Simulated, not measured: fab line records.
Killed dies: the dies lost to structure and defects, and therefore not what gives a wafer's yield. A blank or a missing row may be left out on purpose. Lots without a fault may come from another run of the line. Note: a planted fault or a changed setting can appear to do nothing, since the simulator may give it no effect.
Split-lot trial	flow n5_finfet	on a route of 1938 steps: 7 lots, 21 wafers read

== THE SPLIT ==
At N5_SDB_EXPOSE_08 (exposes mask SDB), the setting dose_mj was moved away from the recipe's 49.6 on 11 of the 21 wafers read, by -7.0% to -2.5%. For the rest of the wafers, this setting stayed at what the recipe calls for.

== FROM THE SPLIT TO THE READING: what the file shows between them, 2 steps ==
- N5_SDB_PEB_09: peb time 60 s
- N5_SDB_DEVELOP_10: develop time 30 s

== THE READING ==
cd_nm, in nm, at N5_SDB_CD_MEAS_11 (target cd 50 nm). Typical for fault-free wafers on this fab line: 50.5 nm, with standard deviation 1 nm.

wafer	tool, chamber at the split	dose_mj as run	against the recipe	cd_nm, nm	against lot-mates on the recipe
L074.1	arfi_scanner-02, 0	47.87	-3.5%	45.2	no lot-mate on the recipe
L074.3	arfi_scanner-02, 0	47.87	-3.5%	45.8	no lot-mate on the recipe
L074.4	arfi_scanner-02, 0	47.87	-3.5%	45.9	no lot-mate on the recipe
L079.1	arfi_scanner-01, 0	48.36	-2.5%	46.9	-2.9
L079.2	arfi_scanner-01, 0	49.6	recipe	50.3	-
L079.5	arfi_scanner-01, 0	49.6	recipe	49.2	-
L084.3	arfi_scanner-01, 0	47.92	-3.4%	46.9	-3.9
L084.4	arfi_scanner-01, 0	47.92	-3.4%	47.5	-3.3
L084.6	arfi_scanner-01, 0	49.6	recipe	50.8	-
L087.2	arfi_scanner-01, 0	49.6	recipe	50.3	-
L087.4	arfi_scanner-01, 0	49.6	recipe	51.5	-
L087.6	arfi_scanner-01, 0	49.6	recipe	51.3	-
L088.2	arfi_scanner-03, 0	49.6	recipe	49.9	-
L088.5	arfi_scanner-03, 0	48.36	-2.5%	46.5	-3.4
L088.6	arfi_scanner-03, 0	48.36	-2.5%	48.6	-1.3
L089.1	arfi_scanner-01, 0	46.35	-6.6%	43.3	-6.4
L089.2	arfi_scanner-01, 0	49.6	recipe	50.2	-
L089.6	arfi_scanner-01, 0	49.6	recipe	49.1	-
L091.3	arfi_scanner-03, 0	46.12	-7.0%	41.8	-7.2
L091.4	arfi_scanner-03, 0	49.6	recipe	49.0	-
L091.6	arfi_scanner-03, 0	46.12	-7.0%	42.2	-6.8

THE FIT
A straight line over all 21 wafers: cd_nm changes by +1.13 nm for each +1% of dose_mj; r = +0.96; the points scatter about the line by 0.83 nm.
The same after taking each lot's own level away (the mean of its wafers on the recipe; 18 wafers): +0.996 nm for each +1%; r = +0.98; scatter 0.55 nm.
That fit puts the effect of the largest move of dose_mj on the reading at 7 nm.
Across the lots, their own levels run from 49.00 to 51.03 nm, a range of 2.0 times the standard deviation given above.
So the slope is not independent of the lot-to-lot level: the two fits are not the same.
Check: -6.94 nm against its lot-mates is what the line predicts for one of the wafers moved furthest among these (-7.0%) when that wafer is left out of the fit. Against them it came out at -7.2 nm.

== OTHER SPLITS APPLIED TO THESE WAFERS ==
Note: prior to the reading, these wafers also went through further splits. Each is held against what the fit with the lots' levels taken away leaves over:
other split on the same wafers	wafers away from the commonest value	r with cd_nm (lot level and that fit taken away)
N5_ZERO_LAYER_EXPOSE_08 dose_mj	5	-0.50
N5_ZERO_LAYER_DEVELOP_10 develop_time_s	6	-0.29
N5_FIN_SAQP_PEB_14 peb_time_s	9	-0.01
N5_FIN_SAQP_MANDREL_ETCH_22 icp_w	6	+0.18
N5_FIN_CUT_COAT_19 spin_rpm	8	-0.14
N5_SD_EPI_N_EPI_21 temp_c	10	+0.06

== FILE'S OWN FIT ==
cd_nm changes by +1 nm for each +1% of dose_mj, r = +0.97.
